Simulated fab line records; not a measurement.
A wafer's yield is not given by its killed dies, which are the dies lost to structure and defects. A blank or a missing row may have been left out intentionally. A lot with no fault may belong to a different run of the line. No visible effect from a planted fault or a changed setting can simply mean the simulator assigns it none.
A struck lot beside a sound one | flow nand harc | 15 out of 1302 route steps
Sound: these wafers, L701.1, L701.2, L701.4. Struck: wafer L700.3. (L700.1, L700.6 of the same lot were not struck and are left out.) The cause comes at the end.
At each step with rows: each side's tool, then ch and its chambers, then its first start. Under that, the readings that differ: sound wafers | struck wafers | difference of the means | sigmas: that difference in standard deviations of wafers without a fault.
alike: readings with means less than 2 such deviations apart, plus words and numbers identical on both sides. not compared: withheld readings, readings lacking a value on some wafer, bounds such as >300 that could conceal the same value, and numbers that have no deviation in the record and whose values overlap.
Wherever a step has rows on one side only, a row that says differs or no value, or a row with sigmas, the two part there. When numbers do not overlap yet have no deviation, they are printed without sigmas and do not part them. Lack of a reading on every wafer of one side parts them only where that side has two or more wafers.

first, 1 step without rows for these wafers: NHARC_A_M0_DEVELOP_08 (develop time 35 s).
NHARC_A_M0_CD_MEAS_09: target cd 80 nm.
  sound on cd sem-02 ch 0, day 28 18:53; struck on cd sem-01 ch 0, day 28 17:47
  alike: cd nm
NHARC_A_M0_OVL_MEAS_10: pitch 160 nm.
  sound on overlay-02, day 28 18:58; struck on overlay-01, day 28 17:53
  reading           | sound       | struck | difference | sigmas
  overlay x nm (nm) | 0.8 0.7 0.5 | -1.0   | -1.7       | -3
  alike: overlay y nm
NHARC_A_M0_INSPECT_11:
  sound on defect inspect-02, day 28 19:00; struck on defect inspect-02, day 28 17:55
  reading          | sound    | struck | difference | sigmas
  raw defect count | 60 59 66 | 124    | +62        | +2
NHARC_A_M0_DESCUM_14: chemistry O2, time 3 s.
  sound on rie diel-10 ch 0,1,3, day 28 19:04; struck on rie diel-04 ch 1, day 28 17:59
  reading                | sound             | struck | difference | sigmas
  oes product au (a.u.)  | 1.001 1.004 0.992 | 1.012  | +0.013     | +2
  rf hours counter h (h) | 3.3 3.0 3.7       | 6.2    | +2.9       |
  alike: drypump motor current A, rf vpp V, showerhead plenum p Torr, throttle valve pct
NHARC_A_M0_ETCH_34: etches the open film in N2/H2, target depth 40 nm, overetch 12 nm, time 43.94 s.
  sound on rie diel-10 ch 0,1,3, day 28 19:09; struck on rie diel-04 ch 1, day 28 18:05
  reading                | sound       | struck | difference | sigmas
  rf hours counter h (h) | 3.3 3.1 3.7 | 6.2    | +2.8       |
  alike: drypump motor current A, oes product au, rf vpp V, showerhead plenum p Torr, throttle valve pct
NHARC_A_M0_ETCH_15: etches the open film in C4F8/Ar, target depth 150 nm, overetch 15 nm, time 82.5 s.
  sound on rie diel-10 ch 1,2,3; struck on rie diel-04 ch 3
  reading                | sound             | struck | difference | sigmas
  oes product au (a.u.)  | 0.955 0.974 0.974 | 0.923  | -0.045     | -2
  rf hours counter h (h) | 2.7 3.1 3.7       | 7.8    | +4.6       |
  alike: rf vpp V
NHARC_A_M0_CD_MEAS_16:
  sound on cd sem-02, day 28 19:22; struck on cd sem-03, day 28 18:19
  reading    | sound          | struck | difference | sigmas
  cd nm (nm) | 80.7 80.3 80.5 | 79.0   | -1.5       | -2
NHARC_A_M0_STRIP_18: strips in N2/H2.
  sound on rie diel-10 ch 1,2,3, day 28 19:26; struck on rie diel-10 ch 0, day 28 18:25
  reading               | sound             | struck | difference | sigmas
  oes product au (a.u.) | 1.007 1.004 1.012 | 0.988  | -0.020     | -3
  alike: drypump motor current A, rf vpp V, showerhead plenum p Torr, throttle valve pct
  not compared: rf hours counter h
then, 2 steps without rows for these wafers: NHARC_A_M0_STRIP_19 (strips in post etch residue remover, time 600 s); NHARC_A_M0_DEGAS_28 (time 60 s).
NHARC_A_M0_PRE_CLEAN_29: time 30 s.
  sound on pvd sputter-02; struck on pvd sputter-01
  reading            | sound       | struck | difference | sigmas
  heater power w (W) | 370 425 353 | 477    | +94        | +2
NHARC_A_M0_PVD_20: deposits TaN, target thk 5 nm, time 8.06 s.
  sound on pvd sputter-02, day 28 20:07; struck on pvd sputter-01, day 28 19:04
  reading    | sound          | struck | difference | sigmas
  time s (s) | 8.06 8.06 8.06 | 9.4963 | +1.4363    |
  alike: chamber pressure pa, throttle valve pct
then, 1 step without rows for these wafers: NHARC_A_M0_PVD_21 (deposits Cu, target thk 30 nm, time 20.49 s).
NHARC_END_SORT_01:
  the record has rows for the sound wafers here (prober-01 ch 0, day 30 08:32) and none for the struck ones

WHERE THEY PART
At NHARC_A_M0_OVL_MEAS_10 first; at NHARC_END_SORT_01 last (within this record only).

WHY: whatever the simulator had introduced
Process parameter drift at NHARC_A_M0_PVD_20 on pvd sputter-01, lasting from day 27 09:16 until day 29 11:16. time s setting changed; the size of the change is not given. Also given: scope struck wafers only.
